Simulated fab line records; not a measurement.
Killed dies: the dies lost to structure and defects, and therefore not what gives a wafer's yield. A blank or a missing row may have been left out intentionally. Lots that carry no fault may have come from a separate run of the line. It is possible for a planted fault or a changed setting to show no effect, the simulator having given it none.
Which of the tools did it? + flow nand harc + Sampling: 13 lots, 39 wafers, 5 of 1302 route steps

WHAT EACH GAUGE READ, for each wafer
NHARC_A_ONON_D1_THK_MEAS_08: measures by ellipsometry. Usual: thk nm 999 nm, standard deviation 8.7.
| lot  | measured     | on            | thk nm (nm)    | flag |
|------|--------------|---------------|----------------|------|
| L200 | day 7 22:44  | film metro-02 | 990 990 988    |      |
| L202 | day 8 19:57  | film metro-02 | 1018 1017 1017 |      |
| L208 | day 11 01:47 | film metro-02 | 995 995 993    |      |
| L210 | day 12 03:42 | film metro-01 | 1010 1007 1007 |      |
| L211 | day 12 03:44 | film metro-02 | 999 1001 1001  |      |
| L215 | day 13 22:56 | film metro-02 | 994 995 994    |      |
| L214 | day 13 22:55 | film metro-01 | 982 982 983    |      |
| L216 | day 14 12:18 | film metro-02 | 993 993 993    |      |
| L217 | day 14 15:33 | film metro-01 | 993 994 995    |      |
| L218 | day 15 05:23 | film metro-01 | 1015 1015 1015 |      |
| L219 | day 15 23:22 | film metro-02 | 998 1002 998   |      |
| L220 | day 15 23:25 | film metro-01 | 1014 1013 1013 |      |
| L223 | day 17 04:42 | film metro-02 | 999 999 999    |      |

NHARC_A_ONON_D1_THK_MEAS_11: measures by ellipsometry. Usual: thk nm 1001 nm, standard deviation 10.
| lot  | measured     | on            | thk nm (nm)    | flag |
|------|--------------|---------------|----------------|------|
| L200 | day 7 23:19  | film metro-02 | 1015 1016 1016 |      |
| L202 | day 8 20:31  | film metro-02 | 999 1001 1000  |      |
| L208 | day 11 02:21 | film metro-02 | 1003 1003 1069 |      |
| L210 | day 12 04:17 | film metro-02 | 1012 1010 1009 |      |
| L211 | day 12 04:18 | film metro-01 | 1000 1000 1067 |      |
| L215 | day 13 23:30 | film metro-01 | 999 999 996    |      |
| L214 | day 13 23:29 | film metro-02 | 992 991 991    |      |
| L216 | day 14 12:52 | film metro-01 | 1011 1013 1013 |      |
| L217 | day 14 16:07 | film metro-01 | 979 980 979    |      |
| L218 | day 15 05:57 | film metro-02 | 995 998 999    |      |
| L219 | day 15 23:56 | film metro-02 | 1018 1019 1016 |      |
| L220 | day 15 23:59 | film metro-01 | 1004 1005 1005 |      |
| L223 | day 17 05:16 | film metro-02 | 991 992 991    |      |

NHARC_END_SORT_01. Usual: killed at array 56, standard deviation 18; killed at other 1.4, standard deviation 1.5; killed at periphery 4, standard deviation 3.1; killed dies 61, standard deviation 19; killed open 3.5, standard deviation 1.8; killed short 2.4, standard deviation 1.4.
| lot  | measured     | on        | killed at array | killed at other | killed at periphery | killed dies | killed open | killed short | flag |
|------|--------------|-----------|-----------------|-----------------|---------------------|-------------|-------------|--------------|------|
| L208 | day 27 11:43 | prober-01 | 77 71 671       | 1 0 0           | 7 16 6              | 85 87 677   | 1 7 2       | 1 2 1        | OFF  |
| L211 | day 29 12:19 | prober-02 | 50 45 671       | 4 5 0           | 7 5 6               | 61 55 677   | 7 2 3       | 2 3 0        | OFF  |

WHICH TOOL RAN EACH LOT (tool, then ch and the chambers of the sampled wafers, then the start)
| lot  | NHARC_A_ZERO_WELL_DESCUM_12        | NHARC_A_ONON_D1_DEP_09           |
|------|------------------------------------|----------------------------------|
| L200 | rie diel-08 ch 1,2, day 6 23:38    | pecvd onon-01 ch 0, day 7 22:55  |
| L202 | rie diel-08 ch 0,1, day 7 18:59    | pecvd onon-03 ch 0, day 8 20:00  |
| L208 | rie diel-08 ch 0,3, day 10 01:01   | pecvd onon-04 ch 0, day 11 01:50 |
| L210 | rie diel-07 ch 0,2, day 11 04:26   | pecvd onon-03 ch 0, day 12 03:46 |
| L211 | rie diel-11 ch 0,1,2, day 11 05:16 | pecvd onon-04 ch 0, day 12 03:47 |
| L215 | rie diel-08 ch 1,2,3, day 12 23:29 | pecvd onon-03 ch 0, day 13 23:06 |
| L214 | rie diel-08 ch 0,1,3, day 13 00:07 | pecvd onon-01 ch 0, day 13 22:59 |
| L216 | rie diel-08 ch 0,1,3, day 13 11:17 | pecvd onon-01 ch 0, day 14 12:22 |
| L217 | rie diel-08 ch 1,2, day 13 15:58   | pecvd onon-04 ch 0, day 14 15:44 |
| L218 | rie diel-11 ch 0,1,3, day 14 06:25 | pecvd onon-01 ch 0, day 15 05:26 |
| L219 | rie diel-08 ch 0,2,3, day 14 21:40 | pecvd onon-04 ch 0, day 15 23:36 |
| L220 | rie diel-08 ch 0,2, day 15 02:38   | pecvd onon-03 ch 0, day 15 23:32 |
| L223 | rie diel-07 ch 2,3, day 16 06:28   | pecvd onon-04 ch 0, day 17 04:49 |
- NHARC_A_ZERO_WELL_DESCUM_12: chemistry O2, time 3 s.
- NHARC_A_ONON_D1_DEP_09: target thk 1000 nm.

WHAT THE TOOLS THEMSELVES READ (means of the sampled wafers that have a number; where no wafer has one, the mark that the record gives instead)
NHARC_A_ZERO_WELL_DESCUM_12. Usual: drypump motor current A 5.7 A, standard deviation 0.49; o2 flow sccm 200.0 sccm, standard deviation 0.58; oes product au 1.000 a.u., standard deviation 0.0083; rf vpp V 57.9 V, standard deviation 0.92; showerhead plenum p Torr 1.93 Torr, standard deviation 0.091; throttle valve pct 11.310 %, standard deviation 0.0092.
| lot  | tool        | drypump motor current A (A) | o2 flow sccm (sccm) | oes product au (a.u.) | rf vpp V (V) | showerhead plenum p Torr (Torr) | throttle valve pct (%) | flag |
|------|-------------|-----------------------------|---------------------|-----------------------|--------------|---------------------------------|------------------------|------|
| L200 | rie diel-08 | 6.2                         | 199.5               | 0.997                 | 58.1         | 1.91                            | 11.306                 |      |
| L202 | rie diel-08 | 5.8                         | 200.4               | 0.998                 | 57.9         | 1.98                            | 11.311                 |      |
| L208 | rie diel-08 | 5.2                         | 199.6               | 1.015                 | 58.0         | 2.05                            | 11.307                 |      |
| L210 | rie diel-07 | 5.8                         | 200.3               | 1.008                 | 56.9         | 1.83                            | 11.311                 |      |
| L211 | rie diel-11 | 5.9                         | 200.8               | 0.999                 | 56.7         | 1.91                            | 11.314                 |      |
| L215 | rie diel-08 | 6.1                         | 200.1               | 0.994                 | 57.9         | 1.93                            | 11.299                 |      |
| L214 | rie diel-08 | 5.7                         | 199.9               | 0.996                 | 58.8         | 2.00                            | 11.319                 |      |
| L216 | rie diel-08 | 5.7                         | 200.0               | 1.006                 | 58.8         | 2.00                            | 11.313                 |      |
| L217 | rie diel-08 | 6.2                         | 200.3               | 1.006                 | 58.2         | 1.91                            | 11.311                 |      |
| L218 | rie diel-11 | 5.6                         | 200.1               | 0.997                 | 57.0         | 1.88                            | 11.305                 |      |
| L219 | rie diel-08 | 5.6                         | 200.6               | 1.002                 | 57.8         | 1.97                            | 11.311                 |      |
| L220 | rie diel-08 | 5.5                         | 199.9               | 1.003                 | 58.4         | 1.92                            | 11.311                 |      |
| L223 | rie diel-07 | 5.5                         | 200.1               | 1.008                 | 57.7         | 1.83                            | 11.309                 |      |

THE ANSWER, worked out from the rows above alone
Rule: a lot counts as off when the mean over its wafers that have a number is more than 3 standard deviations away from the usual mean. Also off: a lot with no number at a reading for which 4 or more lots have one. Any other lot the step has rows for is counted as sound. Order of review: gauges by route order, followed by the tools' own readings, for which a lot's mean as printed above is used. The first step at which some lot is off is used, and at that step the reading that is off furthest; a lot without a number counts as furthest.
Off: L208, L211 (NHARC_END_SORT_01, killed at array). Neither off nor sound, because the step has no rows for them: L200, L202, L210, L215, L214, L216, L217, L218, L219, L220, L223.
If a tool, at a process step before that reading, ran all the lots that are off and no sound lot after the first of them, it fits. Those tools and the gauges at NHARC_END_SORT_01 are tried in the same way. One candidate fits, namely pecvd onon-04 at NHARC_A_ONON_D1_DEP_09. It ran no sound lot before its first lot that is off in this sample, so the start can't be narrowed down.

WHAT THE SIMULATOR HAD INSERTED
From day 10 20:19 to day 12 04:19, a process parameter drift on pecvd onon-04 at NHARC_A_ONON_D1_DEP_09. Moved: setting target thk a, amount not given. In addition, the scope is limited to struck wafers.
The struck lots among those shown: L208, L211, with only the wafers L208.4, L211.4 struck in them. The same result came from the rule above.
